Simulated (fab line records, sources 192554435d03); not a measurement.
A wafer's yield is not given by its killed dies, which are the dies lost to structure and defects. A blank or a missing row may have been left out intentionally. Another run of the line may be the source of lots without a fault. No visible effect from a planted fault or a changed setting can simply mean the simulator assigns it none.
fab line records :: flow n5Finfet :: part 2 of 2: steps 25 to 30 of 30
record
  lots=5
  wafers=15
  lastDay=16
route steps=1938 shown BEOL_M10@1479
lots with no fault: from the same line, run without faults
startH: start of the lot's first displayed wafer, in hours after the record's first day :: waitH: hours since the lot's step before :: " repeats the value in the row above :: L1.1+2: one row covering several wafers at once :: - either no value or no given start :: * or withheld: withheld :: < > ~ a bound
route shown NAME@n: NAME is a module with steps in the file, n the number in the route of the first one :: usual: mean/standard deviation taken from wafers without a fault :: same: alike in all rows :: chamber/n: place in a boat :: sites: the reading at each site :: _std_site: how widely they spread, as a standard deviation :: _edge_site: outer sites' mean less inner sites' :: radiusMm: how far each site lies from the wafer's centre :: mask NAME#n: copy n :: behind: the last tool/chamber to shape the wafer :: hold: the reason the lot was held/the length of the hold in hours/how it ended :: device: which transistor (n, p or np) failed to switch :: end of line: the same wafers' tests at the end of the route :: a step with no rows: only its recipe :: killed: not the wafer's yield, but the dies lost to structure and defects at the first sort :: map: per-die view of a wafer (x killed, . not killed, _ where there is no die)
set.NAME: the setting that was run; set.NAME@STEP: the one run at that earlier step :: model.NAME: the simulator's own value behind a step, which no gauge read
lots at some steps of the route; a table a step, a row a wafer
services: a tool's chamber out of use, with start hour (startH, from the record's first day; less than 0 if before it), hours out, and reason
## steps
# step N5_BEOL_M10_OVL_MEAS_29
# recipe
  pointsPerWafer=44
# usual
  V9_OVL=0.1/0.68
lot.wafer: L079.3
tool: overlay-02
chamber: 0
startH: 231.41
waitH: 0.0
V9_OVL[nm]: -0.7

lot.wafer: L079.4
tool: overlay-02
chamber: 0
startH: 231.41
waitH: 0.0
V9_OVL[nm]: 0.6

lot.wafer: L079.6
tool: overlay-02
chamber: 0
startH: 231.41
waitH: 0.0
V9_OVL[nm]: 0.6

lot.wafer: L080.1
tool: overlay-01
chamber: 0
startH: 249.51
waitH: 0.0
V9_OVL[nm]: 0.0

lot.wafer: L080.5
tool: overlay-01
chamber: 0
startH: 249.51
waitH: 0.0
V9_OVL[nm]: 0.1

lot.wafer: L080.6
tool: overlay-01
chamber: 0
startH: 249.51
waitH: 0.0
V9_OVL[nm]: 0.3

lot.wafer: L085.2
tool: overlay-01
chamber: 0
startH: 282.80
waitH: 0.0
V9_OVL[nm]: -1.2

lot.wafer: L085.3
tool: overlay-01
chamber: 0
startH: 282.80
waitH: 0.0
V9_OVL[nm]: 0.0

lot.wafer: L085.6
tool: overlay-01
chamber: 0
startH: 282.80
waitH: 0.0
V9_OVL[nm]: 0.8

lot.wafer: L089.1
tool: overlay-02
chamber: 0
startH: 316.04
waitH: 0.0
V9_OVL[nm]: 0.3

lot.wafer: L089.4
tool: overlay-02
chamber: 0
startH: 316.04
waitH: 0.0
V9_OVL[nm]: 0.5

lot.wafer: L089.6
tool: overlay-02
chamber: 0
startH: 316.04
waitH: 0.0
V9_OVL[nm]: 0.8

lot.wafer: L094.1
tool: overlay-01
chamber: 0
startH: 337.66
waitH: 0.0
V9_OVL[nm]: -0.4

lot.wafer: L094.5
tool: overlay-01
chamber: 0
startH: 337.66
waitH: 0.0
V9_OVL[nm]: -0.4

lot.wafer: L094.6
tool: overlay-01
chamber: 0
startH: 337.66
waitH: 0.0
V9_OVL[nm]: -0.6
# step N5_BEOL_M10_INSPECT_30
# recipe
  mode=adi
  inspectInstrument=brightfield
# usual
  rawDefectCount=431/100
lot.wafer: L079.3
tool: defectInspect-02
chamber: -
startH: 231.43
waitH: 0.0
rawDefectCount: 444

lot.wafer: L079.4
tool: defectInspect-02
chamber: -
startH: 231.43
waitH: 0.0
rawDefectCount: 387

lot.wafer: L079.6
tool: defectInspect-02
chamber: -
startH: 231.43
waitH: 0.0
rawDefectCount: 319

lot.wafer: L080.1
tool: defectInspect-02
chamber: -
startH: 249.53
waitH: 0.0
rawDefectCount: 323

lot.wafer: L080.5
tool: defectInspect-02
chamber: -
startH: 249.53
waitH: 0.0
rawDefectCount: 310

lot.wafer: L080.6
tool: defectInspect-02
chamber: -
startH: 249.53
waitH: 0.0
rawDefectCount: 299

lot.wafer: L085.2
tool: defectInspect-02
chamber: -
startH: 282.83
waitH: 0.0
rawDefectCount: 441

lot.wafer: L085.3
tool: defectInspect-02
chamber: -
startH: 282.83
waitH: 0.0
rawDefectCount: 577

lot.wafer: L085.6
tool: defectInspect-02
chamber: -
startH: 282.83
waitH: 0.0
rawDefectCount: 470

lot.wafer: L089.1
tool: defectInspect-02
chamber: -
startH: 316.06
waitH: 0.0
rawDefectCount: 562

lot.wafer: L089.4
tool: defectInspect-02
chamber: -
startH: 316.06
waitH: 0.0
rawDefectCount: 478

lot.wafer: L089.6
tool: defectInspect-02
chamber: -
startH: 316.06
waitH: 0.0
rawDefectCount: 413

lot.wafer: L094.1
tool: defectInspect-02
chamber: -
startH: 337.69
waitH: 0.0
rawDefectCount: 299

lot.wafer: L094.5
tool: defectInspect-02
chamber: -
startH: 337.69
waitH: 0.0
rawDefectCount: 284

lot.wafer: L094.6
tool: defectInspect-02
chamber: -
startH: 337.69
waitH: 0.0
rawDefectCount: 277
# step N5_BEOL_M10_DESCUM_33
# recipe
  chemistry=O2
  timeS=7.9
  sourcePowerW=50
  biasPowerW=20
  pressureMtorr=20
  rfFrequencyHz=2.712e+07
  tempC=40
  resist=CAR-ArF
  o2FlowSccm=225
# usual
  chamberPressureMTorr=20.001/0.019
  drypumpMotorCurrentA=5.5/0.5
  oesProductAu=0.80/0.08
  rfVppV=243.2/1.5
  showerheadPlenumPTorr=2.09/0.073
  throttleValvePct=20.48/0.2
# same
  timeS=7.9
lot.wafer: L079.3
tool: rieDiel-01
chamber: 1
startH: 231.47
waitH: 0.0
chamberPressureMTorr: 19.966
drypumpMotorCurrentA: 5.7
oesProductAu: 0.91
rfHoursCounterH: 25
rfVppV: 243.0
showerheadPlenumPTorr: 2.05
throttleValvePct: 20.26

lot.wafer: L079.4
tool: rieDiel-01
chamber: 3
startH: 231.47
waitH: 0.0
chamberPressureMTorr: 19.984
drypumpMotorCurrentA: 6.5
oesProductAu: 0.83
rfHoursCounterH: 70
rfVppV: 244.1
showerheadPlenumPTorr: 2.22
throttleValvePct: 20.22

lot.wafer: L079.6
tool: rieDiel-01
chamber: 3
startH: 231.47
waitH: 0.0
chamberPressureMTorr: 20.056
drypumpMotorCurrentA: 6.5
oesProductAu: 0.83
rfHoursCounterH: -
rfVppV: 244.0
showerheadPlenumPTorr: 2.22
throttleValvePct: 20.21

lot.wafer: L080.1
tool: rieDiel-06
chamber: 1
startH: 251.37
waitH: 1.8
chamberPressureMTorr: 20.009
drypumpMotorCurrentA: 5.4
oesProductAu: 0.78
rfHoursCounterH: 128
rfVppV: 243.4
showerheadPlenumPTorr: 2.12
throttleValvePct: 20.60

lot.wafer: L080.5
tool: rieDiel-06
chamber: 2
startH: 251.37
waitH: 1.8
chamberPressureMTorr: 20.009
drypumpMotorCurrentA: 5.2
oesProductAu: 0.77
rfHoursCounterH: -
rfVppV: 241.4
showerheadPlenumPTorr: 2.02
throttleValvePct: 20.64

lot.wafer: L080.6
tool: rieDiel-06
chamber: 3
startH: 251.37
waitH: 1.8
chamberPressureMTorr: 20.027
drypumpMotorCurrentA: 4.9
oesProductAu: 0.79
rfHoursCounterH: -
rfVppV: 243.5
showerheadPlenumPTorr: 2.03
throttleValvePct: 20.22

lot.wafer: L085.2
tool: rieDiel-06
chamber: 2
startH: 282.86
waitH: 0.0
chamberPressureMTorr: 19.989
drypumpMotorCurrentA: 5.2
oesProductAu: 0.77
rfHoursCounterH: 149
rfVppV: 242.8
showerheadPlenumPTorr: 2.02
throttleValvePct: 20.66

lot.wafer: L085.3
tool: rieDiel-06
chamber: 0
startH: 282.86
waitH: 0.0
chamberPressureMTorr: 19.967
drypumpMotorCurrentA: 5.1
oesProductAu: 0.70
rfHoursCounterH: 224
rfVppV: 244.3
showerheadPlenumPTorr: 2.14
throttleValvePct: 20.69

lot.wafer: L085.6
tool: rieDiel-06
chamber: 3
startH: 282.86
waitH: 0.0
chamberPressureMTorr: 20.027
drypumpMotorCurrentA: 4.9
oesProductAu: 0.78
rfHoursCounterH: -
rfVppV: 241.0
showerheadPlenumPTorr: 2.02
throttleValvePct: 20.23

lot.wafer: L089.1
tool: rieDiel-06
chamber: 2
startH: 316.10
waitH: 0.0
chamberPressureMTorr: 19.986
drypumpMotorCurrentA: 5.2
oesProductAu: 0.76
rfHoursCounterH: 162
rfVppV: 242.0
showerheadPlenumPTorr: 2.01
throttleValvePct: 20.67

lot.wafer: L089.4
tool: rieDiel-06
chamber: 1
startH: 316.10
waitH: 0.0
chamberPressureMTorr: 19.986
drypumpMotorCurrentA: 5.4
oesProductAu: 0.75
rfHoursCounterH: 149
rfVppV: 245.1
showerheadPlenumPTorr: 2.12
throttleValvePct: 20.62

lot.wafer: L089.6
tool: rieDiel-06
chamber: 3
startH: 316.10
waitH: 0.0
chamberPressureMTorr: 20.004
drypumpMotorCurrentA: 4.9
oesProductAu: 0.77
rfHoursCounterH: -
rfVppV: 241.8
showerheadPlenumPTorr: 2.02
throttleValvePct: 20.24

lot.wafer: L094.1
tool: rieDiel-03
chamber: 3
startH: 338.06
waitH: 0.4
chamberPressureMTorr: 20.005
drypumpMotorCurrentA: 5.8
oesProductAu: 0.84
rfHoursCounterH: 75
rfVppV: 244.4
showerheadPlenumPTorr: 2.13
throttleValvePct: 20.56

lot.wafer: L094.5
tool: rieDiel-03
chamber: 3
startH: 338.06
waitH: 0.4
chamberPressureMTorr: 20.001
drypumpMotorCurrentA: 5.8
oesProductAu: 0.85
rfHoursCounterH: -
rfVppV: 244.3
showerheadPlenumPTorr: 2.13
throttleValvePct: 20.58

lot.wafer: L094.6
tool: rieDiel-03
chamber: 2
startH: 338.06
waitH: 0.4
chamberPressureMTorr: 20.014
drypumpMotorCurrentA: 5.7
oesProductAu: 0.92
rfHoursCounterH: -
rfVppV: 245.1
showerheadPlenumPTorr: 2.23
throttleValvePct: 20.25
# step N5_BEOL_M10_ETCH_65
# recipe
  chemistry=CF4
  target=SiARC
  targetDepthA=390
  maskMaterial=CAR-ArF
  timeS=65
  ionEnergyEv=80
  pressureMtorr=40
  sourceW=545
  biasW=36
  Ar_flow_sccm=100
  cf4FlowSccm=100
  ends=cleared
# usual
  chamberPressureMTorr=39.99/0.039
  drypumpMotorCurrentA=5.5/0.5
  etchRfOnTimeS=65.0/1.7
  oesProductAu=0.68/0.07
  rfVppV=184.0/1.3
  showerheadPlenumPTorr=2.14/0.074
  throttleValvePct=15.61/0.23
lot.wafer: L079.3
tool: rieDiel-01
chamber: 1
startH: 231.50
waitH: 0.0
chamberPressureMTorr: 40.00
drypumpMotorCurrentA: 5.7
etchRfOnTimeS: 64.2
oesProductAu: 0.77
rfHoursCounterH: 25
rfVppV: 183.0
showerheadPlenumPTorr: 2.10
throttleValvePct: 15.39

lot.wafer: L079.4
tool: rieDiel-01
chamber: 3
startH: 231.50
waitH: 0.0
chamberPressureMTorr: 40.06
drypumpMotorCurrentA: 6.5
etchRfOnTimeS: 63.8
oesProductAu: 0.71
rfHoursCounterH: 70
rfVppV: 186.6
showerheadPlenumPTorr: 2.26
throttleValvePct: 15.35

lot.wafer: L079.6
tool: rieDiel-01
chamber: 3
startH: 231.50
waitH: 0.0
chamberPressureMTorr: 40.01
drypumpMotorCurrentA: 6.5
etchRfOnTimeS: 63.3
oesProductAu: 0.71
rfHoursCounterH: -
rfVppV: 184.4
showerheadPlenumPTorr: 2.26
throttleValvePct: 15.35

lot.wafer: L080.1
tool: rieDiel-06
chamber: 1
startH: 251.41
waitH: 0.0
chamberPressureMTorr: 40.04
drypumpMotorCurrentA: 5.4
etchRfOnTimeS: 66.2
oesProductAu: 0.65
rfHoursCounterH: 128
rfVppV: 184.9
showerheadPlenumPTorr: 2.16
throttleValvePct: 15.68

lot.wafer: L080.5
tool: rieDiel-06
chamber: 2
startH: 251.41
waitH: 0.0
chamberPressureMTorr: 39.97
drypumpMotorCurrentA: 5.2
etchRfOnTimeS: 63.2
oesProductAu: 0.67
rfHoursCounterH: -
rfVppV: 184.1
showerheadPlenumPTorr: 2.06
throttleValvePct: 15.70

lot.wafer: L080.6
tool: rieDiel-06
chamber: 3
startH: 251.41
waitH: 0.0
chamberPressureMTorr: 39.97
drypumpMotorCurrentA: 4.9
etchRfOnTimeS: 67.3
oesProductAu: 0.66
rfHoursCounterH: -
rfVppV: 181.7
showerheadPlenumPTorr: 2.06
throttleValvePct: 15.26

lot.wafer: L085.2
tool: rieDiel-06
chamber: 2
startH: 282.90
waitH: 0.0
chamberPressureMTorr: 39.96
drypumpMotorCurrentA: 5.2
etchRfOnTimeS: 63.3
oesProductAu: 0.66
rfHoursCounterH: 149
rfVppV: 183.0
showerheadPlenumPTorr: 2.05
throttleValvePct: 15.71

lot.wafer: L085.3
tool: rieDiel-06
chamber: 0
startH: 282.90
waitH: 0.0
chamberPressureMTorr: 39.94
drypumpMotorCurrentA: 5.0
etchRfOnTimeS: 65.9
oesProductAu: 0.59
rfHoursCounterH: 224
rfVppV: 185.3
showerheadPlenumPTorr: 2.20
throttleValvePct: 15.92

lot.wafer: L085.6
tool: rieDiel-06
chamber: 3
startH: 282.90
waitH: 0.0
chamberPressureMTorr: 40.01
drypumpMotorCurrentA: 4.9
etchRfOnTimeS: 66.7
oesProductAu: 0.65
rfHoursCounterH: -
rfVppV: 182.9
showerheadPlenumPTorr: 2.06
throttleValvePct: 15.29

lot.wafer: L089.1
tool: rieDiel-06
chamber: 2
startH: 316.13
waitH: 0.0
chamberPressureMTorr: 39.97
drypumpMotorCurrentA: 5.2
etchRfOnTimeS: 62.7
oesProductAu: 0.66
rfHoursCounterH: 162
rfVppV: 181.9
showerheadPlenumPTorr: 2.05
throttleValvePct: 15.75

lot.wafer: L089.4
tool: rieDiel-06
chamber: 1
startH: 316.13
waitH: 0.0
chamberPressureMTorr: 40.01
drypumpMotorCurrentA: 5.4
etchRfOnTimeS: 65.7
oesProductAu: 0.64
rfHoursCounterH: 149
rfVppV: 183.6
showerheadPlenumPTorr: 2.16
throttleValvePct: 15.71

lot.wafer: L089.6
tool: rieDiel-06
chamber: 3
startH: 316.13
waitH: 0.0
chamberPressureMTorr: 39.95
drypumpMotorCurrentA: 4.9
etchRfOnTimeS: 66.4
oesProductAu: 0.65
rfHoursCounterH: -
rfVppV: 182.8
showerheadPlenumPTorr: 2.06
throttleValvePct: 15.32

lot.wafer: L094.1
tool: rieDiel-03
chamber: 3
startH: 338.09
waitH: 0.0
chamberPressureMTorr: 40.03
drypumpMotorCurrentA: 5.8
etchRfOnTimeS: 66.3
oesProductAu: 0.71
rfHoursCounterH: 75
rfVppV: 184.2
showerheadPlenumPTorr: 2.16
throttleValvePct: 15.62

lot.wafer: L094.5
tool: rieDiel-03
chamber: 3
startH: 338.09
waitH: 0.0
chamberPressureMTorr: 40.05
drypumpMotorCurrentA: 5.7
etchRfOnTimeS: 65.5
oesProductAu: 0.71
rfHoursCounterH: -
rfVppV: 185.4
showerheadPlenumPTorr: 2.16
throttleValvePct: 15.61

lot.wafer: L094.6
tool: rieDiel-03
chamber: 2
startH: 338.09
waitH: 0.0
chamberPressureMTorr: 39.97
drypumpMotorCurrentA: 5.8
etchRfOnTimeS: 64.5
oesProductAu: 0.79
rfHoursCounterH: -
rfVppV: 185.2
showerheadPlenumPTorr: 2.29
throttleValvePct: 15.46
# step N5_BEOL_M10_ETCH_66
# recipe
  chemistry=N2/H2
  target=SOC
  targetDepthA=1200
  overetchA=240
  maskMaterial=SiARC
  tempC=40
  timeS=180
  ionEnergyEv=200
  pressureMtorr=30
  sourceW=840
  biasW=150
  n2FlowSccm=200
  h2FlowSccm=200
# usual
  chamberPressureMTorr=30.002/0.027
  drypumpMotorCurrentA=5.5/0.51
  oesProductAu=0.64/0.06
  rfVppV=523.9/2.6
  showerheadPlenumPTorr=2.54/0.089
  throttleValvePct=17.85/0.24
# same
  timeS=180
lot.wafer: L079.3
tool: rieDiel-01
chamber: 1
startH: 231.55
waitH: 0.0
chamberPressureMTorr: 29.983
drypumpMotorCurrentA: 5.7
oesProductAu: 0.72
rfHoursCounterH: 25
rfVppV: 522.8
showerheadPlenumPTorr: 2.49
throttleValvePct: 17.69

lot.wafer: L079.4
tool: rieDiel-01
chamber: 3
startH: 231.55
waitH: 0.0
chamberPressureMTorr: 29.985
drypumpMotorCurrentA: 6.5
oesProductAu: 0.66
rfHoursCounterH: 70
rfVppV: 526.7
showerheadPlenumPTorr: 2.69
throttleValvePct: 17.55

lot.wafer: L079.6
tool: rieDiel-01
chamber: 3
startH: 231.55
waitH: 0.0
chamberPressureMTorr: 30.009
drypumpMotorCurrentA: 6.5
oesProductAu: 0.67
rfHoursCounterH: -
rfVppV: 528.3
showerheadPlenumPTorr: 2.68
throttleValvePct: 17.52

lot.wafer: L080.1
tool: rieDiel-06
chamber: 1
startH: 251.46
waitH: 0.0
chamberPressureMTorr: 29.953
drypumpMotorCurrentA: 5.4
oesProductAu: 0.62
rfHoursCounterH: 128
rfVppV: 524.8
showerheadPlenumPTorr: 2.54
throttleValvePct: 17.75

lot.wafer: L080.5
tool: rieDiel-06
chamber: 2
startH: 251.46
waitH: 0.0
chamberPressureMTorr: 29.992
drypumpMotorCurrentA: 5.2
oesProductAu: 0.62
rfHoursCounterH: -
rfVppV: 520.8
showerheadPlenumPTorr: 2.45
throttleValvePct: 18.07

lot.wafer: L080.6
tool: rieDiel-06
chamber: 3
startH: 251.46
waitH: 0.0
chamberPressureMTorr: 29.995
drypumpMotorCurrentA: 4.9
oesProductAu: 0.64
rfHoursCounterH: -
rfVppV: 520.0
showerheadPlenumPTorr: 2.47
throttleValvePct: 17.75

lot.wafer: L085.2
tool: rieDiel-06
chamber: 2
startH: 282.95
waitH: 0.0
chamberPressureMTorr: 30.030
drypumpMotorCurrentA: 5.2
oesProductAu: 0.61
rfHoursCounterH: 149
rfVppV: 521.5
showerheadPlenumPTorr: 2.45
throttleValvePct: 18.07

lot.wafer: L085.3
tool: rieDiel-06
chamber: 0
startH: 282.95
waitH: 0.0
chamberPressureMTorr: 30.019
drypumpMotorCurrentA: 5.1
oesProductAu: 0.57
rfHoursCounterH: 224
rfVppV: 525.3
showerheadPlenumPTorr: 2.62
throttleValvePct: 18.24

lot.wafer: L085.6
tool: rieDiel-06
chamber: 3
startH: 282.95
waitH: 0.0
chamberPressureMTorr: 30.014
drypumpMotorCurrentA: 4.9
oesProductAu: 0.63
rfHoursCounterH: -
rfVppV: 521.9
showerheadPlenumPTorr: 2.46
throttleValvePct: 17.78

lot.wafer: L089.1
tool: rieDiel-06
chamber: 2
startH: 316.18
waitH: 0.0
chamberPressureMTorr: 30.049
drypumpMotorCurrentA: 5.2
oesProductAu: 0.61
rfHoursCounterH: 162
rfVppV: 520.5
showerheadPlenumPTorr: 2.44
throttleValvePct: 18.10

lot.wafer: L089.4
tool: rieDiel-06
chamber: 1
startH: 316.18
waitH: 0.0
chamberPressureMTorr: 29.997
drypumpMotorCurrentA: 5.4
oesProductAu: 0.61
rfHoursCounterH: 149
rfVppV: 525.2
showerheadPlenumPTorr: 2.53
throttleValvePct: 17.79

lot.wafer: L089.6
tool: rieDiel-06
chamber: 3
startH: 316.18
waitH: 0.0
chamberPressureMTorr: 30.046
drypumpMotorCurrentA: 4.9
oesProductAu: 0.63
rfHoursCounterH: -
rfVppV: 521.5
showerheadPlenumPTorr: 2.46
throttleValvePct: 17.79

lot.wafer: L094.1
tool: rieDiel-03
chamber: 3
startH: 338.14
waitH: 0.0
chamberPressureMTorr: 30.001
drypumpMotorCurrentA: 5.8
oesProductAu: 0.67
rfHoursCounterH: 76
rfVppV: 525.0
showerheadPlenumPTorr: 2.56
throttleValvePct: 17.80

lot.wafer: L094.5
tool: rieDiel-03
chamber: 3
startH: 338.14
waitH: 0.0
chamberPressureMTorr: 29.967
drypumpMotorCurrentA: 5.8
oesProductAu: 0.68
rfHoursCounterH: -
rfVppV: 524.7
showerheadPlenumPTorr: 2.56
throttleValvePct: 17.78

lot.wafer: L094.6
tool: rieDiel-03
chamber: 2
startH: 338.14
waitH: 0.0
chamberPressureMTorr: 29.973
drypumpMotorCurrentA: 5.8
oesProductAu: 0.74
rfHoursCounterH: -
rfVppV: 529.1
showerheadPlenumPTorr: 2.71
throttleValvePct: 17.60
# step N5_BEOL_M10_STRIP_69
# recipe
  chemistry=N2/H2
  tempC=40
  n2FlowSccm=200
  h2FlowSccm=200
  rfFrequencyHz=6e+07
lot.wafer: L079.3+4+6
tool: rieDiel-01
chamber: 1,3,3
startH: 231.67
waitH: 0.1

lot.wafer: L080.1+5+6
tool: rieDiel-06
chamber: 1,2,3
startH: 251.57
waitH: 0.1

lot.wafer: L085.2+3+6
tool: rieDiel-06
chamber: 2,0,3
startH: 283.06
waitH: 0.1

lot.wafer: L089.1+4+6
tool: rieDiel-06
chamber: 2,1,3
startH: 316.29
waitH: 0.1

lot.wafer: L094.1+5+6
tool: rieDiel-03
chamber: 3,3,2
startH: 338.26
waitH: 0.1
## services
tool: arfiScanner-01
chamber: -
startH: 212.98
hours: 1.0
kind: pm

tool: rieDiel-03
chamber: 1
startH: 213.27
hours: 14.2
kind: repair

tool: arfiScanner-01
chamber: -
startH: 213.98
hours: 0.8
kind: pm

tool: rieDiel-03
chamber: 0
startH: 218.88
hours: 6.2
kind: repair

tool: lithoTrack-03
chamber: -
startH: 220.75
hours: -
kind: consumableReplace:filter

tool: lithoTrack-02
chamber: -
startH: 227.30
hours: -
kind: consumableReplace:filter

tool: arfiScanner-03
chamber: -
startH: 237.28
hours: 3.0
kind: repair

tool: rieDiel-06
chamber: 1
startH: 254.91
hours: 6.7
kind: repair

tool: arfiScanner-03
chamber: -
startH: 255.99
hours: 2.5
kind: repair

tool: rieDiel-06
chamber: 3
startH: 258.08
hours: 2.7
kind: repair

tool: arfiScanner-02
chamber: -
startH: 267.62
hours: 1.3
kind: pm

tool: rieMetal-02
chamber: 1
startH: 271.24
hours: 5.2
kind: repair

tool: rieDiel-03
chamber: 0
startH: 272.04
hours: -
kind: clean

tool: arfiScanner-02
chamber: -
startH: 279.90
hours: 0.8
kind: pm

tool: arfiScanner-03
chamber: -
startH: 284.24
hours: 0.8
kind: pm

tool: arfiScanner-01
chamber: -
startH: 292.41
hours: 3.9
kind: pm

tool: arfiScanner-02
chamber: -
startH: 302.48
hours: 1.0
kind: pm

tool: rieMetal-02
chamber: -
startH: 302.62
hours: 28.1
kind: pm

tool: arfiScanner-03
chamber: -
startH: 303.70
hours: 1.0
kind: pm

tool: arfiScanner-01
chamber: -
startH: 305.44
hours: 1.0
kind: pm

tool: arfiScanner-03
chamber: -
startH: 307.02
hours: 1.3
kind: pm

tool: arfiScanner-03
chamber: -
startH: 310.68
hours: 1.0
kind: pm

tool: rieDiel-06
chamber: 2
startH: 336.84
hours: 9.5
kind: repair

tool: rieMetal-03
chamber: -
startH: 337.06
hours: 2.0
kind: repair
